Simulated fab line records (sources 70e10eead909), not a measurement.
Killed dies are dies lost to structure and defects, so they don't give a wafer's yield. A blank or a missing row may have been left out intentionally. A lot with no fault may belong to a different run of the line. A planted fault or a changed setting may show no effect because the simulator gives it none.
A struck lot beside a sound one    flow nandHarc    25 out of 1159 route steps
Sound: these wafers, L300.3, L300.4, L300.6. The struck wafers were L311.2, L311.3. At the end, the cause is stated.
Each step with rows lists, per side, the tool, then ch with its chambers, then its first start. Under that, the readings that differ: sound wafers    struck wafers    difference of the means    sigmas: that difference in standard deviations of wafers without a fault.
alike: words and numbers the same on both sides, and readings whose means are apart by under 2 such deviations; not compared: readings that were withheld, readings missing a value for some wafer, numbers with overlapping values and no deviation given by the record, and bounds like >300 which may hide the same value.
A row with sigmas, a row that says differs or no value, or rows on one side alone: a step with any of these is where the two part. When numbers do not overlap yet have no deviation, they are printed without sigmas and do not part them. Lack of a reading on every wafer of one side parts them only where that side has two or more wafers.

first, 1 step without rows for these wafers: NHARC_A_M0_SRD_25.
NHARC_A_M0_INSPECT_27:
  sound on defectInspect-01, day 18 00:11; struck on defectInspect-02, day 22 01:35
  alike: rawDefectCount
NHARC_A_M0_PRE_CLEAN_31: time 12 s.
  sound on pecvd-03 ch 0,2, day 18 00:16; struck on pecvd-02 ch 0,1, day 22 01:39
  alike: heaterPowerOuterW, heaterPowerW
NHARC_A_M0_DEP_32: deposits SiCN, target thk 30 nm.
  sound on pecvd-03 ch 0,2, day 18 00:25; struck on pecvd-02 ch 0,1, day 22 01:44
  alike: heaterPowerOuterW, heaterPowerW
then, 7 steps without rows for these wafers: NHARC_A_M1_DEP_00 (deposits SiOC, target thk 182.5 nm); NHARC_A_M1_DEHYDRATE_01 (time 120 s); NHARC_A_M1_HMDS_02 (time 30 s); NHARC_A_M1_COAT_34 (time 65 s); NHARC_A_M1_COAT_03 (resist thk 90 nm); NHARC_A_M1_SOFTBAKE_04 (time 55 s); NHARC_A_M1_EBR_05.
NHARC_A_M1_EXPOSE_06: exposes mask A M1, target cd 120 nm.
  sound on arfiScanner-03 ch 0, day 18 02:06; struck on arfiScanner-01 ch 0, day 22 02:51
  alike: mask, focusOffsetNm
then, 2 steps without rows for these wafers: NHARC_A_M1_PEB_07 (peb time 65 s); NHARC_A_M1_DEVELOP_08 (develop time 35 s).
NHARC_A_M1_CD_MEAS_09 targets a cd of 120 nm.
  sound on cdSem-02 ch 0, day 18 02:14; struck on cdSem-01 ch 0
reading    sound              struck       difference  sigmas
cdNm (nm)  119.6 119.3 119.7  124.9 125.8  +5.8        +11
  not compared: hold
NHARC_A_M1_OVL_MEAS_10: pitch 240 nm.
  sound on overlay-02, day 18 02:19; struck on overlay-01, day 22 09:22
reading  sound  struck                                           difference                    sigmas
hold     - - -  awaitDispo/6.1h/release awaitDispo/6.1h/release  no value on the sound wafers  
  alike: overlayXNm, overlayYNm
NHARC_A_M1_INSPECT_11:
  sound on defectInspect-01, day 18 02:22; struck on defectInspect-02, day 22 09:24
  alike: rawDefectCount
NHARC_A_M1_DESCUM_14: chemistry O2, time 3 s.
  sound on rieDiel-08 ch 0,1,3, day 18 02:26; struck on rieDiel-08 ch 1,3, day 22 09:28
reading               sound            struck       difference  sigmas
model.A_M1.cdNm (nm)  119.1 119.7 119  124.1 126.2  +5.9        
  alike: drypumpMotorCurrentA, oesProductAu, rfVppV, showerheadPlenumPTorr, throttleValvePct
  not compared: rfHoursCounterH
NHARC_A_M1_ETCH_35: etches the open film in N2/H2, target depth 40 nm, overetch 12 nm, time 43.94 s.
  sound on rieDiel-08 ch 0,2,3, day 18 02:31; struck on rieDiel-08 ch 2,3, day 22 09:33
  alike: drypumpMotorCurrentA, oesProductAu, rfVppV, showerheadPlenumPTorr, throttleValvePct
  not compared: rfHoursCounterH
NHARC_A_M1_ETCH_15: etches the open film in C4F8/Ar, target depth 182.5 nm, time 91.2 s.
  sound on rieDiel-08 ch 0,1,2; struck on rieDiel-08 ch 1,2
  alike: oesProductAu, rfVppV
  not compared: rfHoursCounterH
NHARC_A_M1_CD_MEAS_16:
  sound on cdSem-03, day 18 02:44; struck on cdSem-02, day 22 09:57
reading    sound              struck       difference  sigmas
cdNm (nm)  118.9 119.6 119.5  123.7 126.3  +5.7        +7
  not compared: hold
NHARC_A_M1_STRIP_18: strips in N2/H2.
  sound on rieDiel-10 ch 2,3, day 18 02:47; struck on rieDiel-08 ch 0,1, day 22 12:08
reading  sound  struck                                           difference                    sigmas
hold     - - -  awaitDispo/2.1h/release awaitDispo/2.1h/release  no value on the sound wafers  
  alike: drypumpMotorCurrentA, oesProductAu, powerW, rfVppV, showerheadPlenumPTorr, throttleValvePct
  not compared: rfHoursCounterH
NHARC_A_M1_ETCH_28: etches the open film in CF4/N2, target depth 30 nm, time 72.99 s.
  sound on rieDiel-10 ch 0,1,3; struck on rieDiel-08 ch 0,3
reading               sound              struck       difference  sigmas
model.A_M1.cdNm (nm)  119.3 119.7 119.9  123.4 126.1  +5.1        
  alike: drypumpMotorCurrentA, oesProductAu, rfVppV, showerheadPlenumPTorr, throttleValvePct
  not compared: rfHoursCounterH
then, 1 step without rows for these wafers: NHARC_A_M1_STRIP_19 (strips in post etch residue remover, time 600 s).
NHARC_END_SORT_01:
  only the struck wafers appear in the record here, on prober-02 ch 0 at day 23 18:46; the sound ones have no rows

== WHERE THEY PART ==
Earliest at NHARC_A_M1_CD_MEAS_09; latest, in this record, at NHARC_END_SORT_01.

WHY: whatever the simulator had introduced
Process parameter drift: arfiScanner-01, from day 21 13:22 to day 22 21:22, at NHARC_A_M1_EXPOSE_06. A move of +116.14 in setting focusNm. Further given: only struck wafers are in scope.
